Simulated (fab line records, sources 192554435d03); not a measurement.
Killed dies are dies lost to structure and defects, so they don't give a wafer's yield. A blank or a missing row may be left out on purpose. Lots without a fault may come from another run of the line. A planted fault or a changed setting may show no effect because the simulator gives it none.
Split-lot experiment | flow n5_finfet | 7 lots, 21 wafers read, on a route of 1938 steps

THE SPLIT
At N5_SD_EPI_N_COAT_33 (time 60 s, resist thk 35 nm), the setting spin_rpm was moved away from the recipe's 1500 rpm on 11 of the 21 wafers read, by -10.1% to +7.2%. The other wafers ran this setting at the recipe's value.

FROM THE SPLIT TO THE READING: what the file shows between them, 4 steps
- N5_SD_EPI_N_COAT_03: resist thk 150 nm
- N5_SD_EPI_N_EBR_05
- N5_SD_EPI_N_DESCUM_14: chemistry O2, time 7.9 s
- N5_SD_EPI_N_ETCH_34: etches SiARC in CF4, target depth 45.5 nm, time 75.8 s

THE READING
SiARC_of_SD_EPI_N_COAT_33.thk_nm (the simulator's own value, which no gauge read), in nm, at N5_SD_EPI_N_ETCH_35 (etches SOC in N2/H2, overetch 108 nm, time 486 s). The file gives no usual value for it. The 10 wafers here that ran the recipe average 20.0 nm, standard deviation 0.46 nm.

wafer  | tool, chamber at the split | spin_rpm as run, rpm | against the recipe | SiARC_of_SD_EPI_N_COAT_33.thk_nm, nm | against lot-mates on the recipe
L080.2 | litho_track-05, 0          | 1401                 | -6.6%              | 21.2                                 | +1.8
L080.6 | litho_track-05, 0          | 1401                 | -6.6%              | 21.2                                 | +1.8
L080.4 | litho_track-05, 0          | 1500                 | recipe             | 19.4                                 | -
L082.1 | litho_track-03, 0          | 1500                 | recipe             | 19.6                                 | -
L082.2 | litho_track-03, 0          | 1357                 | -9.5%              | 21.4                                 | +1.4
L082.3 | litho_track-03, 0          | 1500                 | recipe             | 20.4                                 | -
L083.1 | litho_track-01, 0          | 1348                 | -10.1%             | 21.4                                 | +2.0
L083.2 | litho_track-01, 0          | 1348                 | -10.1%             | 22.4                                 | +3.0
L083.5 | litho_track-01, 0          | 1500                 | recipe             | 19.4                                 | -
L086.1 | litho_track-01, 0          | 1500                 | recipe             | 19.4                                 | -
L086.3 | litho_track-01, 0          | 1383                 | -7.8%              | 20.8                                 | +1.4
L086.6 | litho_track-01, 0          | 1383                 | -7.8%              | 19.6                                 | +0.2
L090.2 | litho_track-05, 0          | 1608                 | +7.2%              | 17.6                                 | -2.8
L090.4 | litho_track-05, 0          | 1500                 | recipe             | 20.4                                 | -
L090.6 | litho_track-05, 0          | 1608                 | +7.2%              | 19                                   | -1.4
L091.2 | litho_track-01, 0          | 1500                 | recipe             | 19.8                                 | -
L091.4 | litho_track-01, 0          | 1500                 | recipe             | 20.6                                 | -
L091.6 | litho_track-01, 0          | 1500                 | recipe             | 20.4                                 | -
L094.3 | litho_track-05, 0          | 1359                 | -9.4%              | 23                                   | +2.8
L094.5 | litho_track-05, 0          | 1359                 | -9.4%              | 23                                   | +2.8
L094.6 | litho_track-05, 0          | 1500                 | recipe             | 20.2                                 | -

THE FIT
A straight line over all 21 wafers: SiARC_of_SD_EPI_N_COAT_33.thk_nm changes by -0.203 nm for each +1% of spin_rpm; r = -0.83; the points scatter about the line by 0.75 nm.
The same after taking each lot's own level away (the mean of its wafers on the recipe; 21 wafers): -0.242 nm for each +1%; r = -0.92; scatter 0.59 nm.
On that fit, the largest move of spin_rpm shifts the reading by 2.4 nm.
The lots' own levels span 19.40 to 20.40 nm, that is 2.2 times the standard deviation above.
So the lot-to-lot level changes the slope: the two fits differ.
Check: with one of the wafers moved furthest among these (-10.1%) left out of the fit, the line predicts +2.4 nm for it against its lot-mates. It came out at +2 nm against them.

OTHER SPLITS ON THESE WAFERS
These wafers also went through other splits before the reading. Each is held against what the fit with the lots' levels taken away leaves over:
other split on the same wafers | wafers away from the commonest value | r with SiARC_of_SD_EPI_N_COAT_33.thk_nm (lot level and that fit taken away)
N5_DUMMY_GATE_COAT_34 spin_rpm | 9                                    | +0.34

THE WHOLE CHAIN: every reading that the file lists as answering this split, in the file's order
step                | what it does                                           | reading                                                                                   | change (the file's fit)               | r (the file's)
N5_SD_EPI_N_COAT_33 | time 60 s, resist thk 35 nm                            | SiARC_of_SD_EPI_N_COAT_33.thk_nm (the simulator's own value, which no gauge read)         | -0.176 nm for each +1% of the setting | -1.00
N5_SD_EPI_N_ETCH_34 | etches SiARC in CF4, target depth 45.5 nm, time 75.8 s | etch.depth_nm (the simulator's own value, which no gauge read)                            | -0.181 nm for each +1% of the setting | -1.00
N5_SD_EPI_N_ETCH_34 | etches SiARC in CF4, target depth 45.5 nm, time 75.8 s | CAR-ArF-block_of_SD_EPI_N_COAT_03.thk_nm (the simulator's own value, which no gauge read) | +0.179 nm for each +1% of the setting | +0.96
N5_SD_EPI_N_ETCH_35 | etches SOC in N2/H2, overetch 108 nm, time 486 s       | SiARC_of_SD_EPI_N_COAT_33.thk_nm (the simulator's own value, which no gauge read)         | -0.224 nm for each +1% of the setting | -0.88

THE FILE'S OWN FIT
SiARC_of_SD_EPI_N_COAT_33.thk_nm changes by -0.224 nm for each +1% of spin_rpm, r = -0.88.
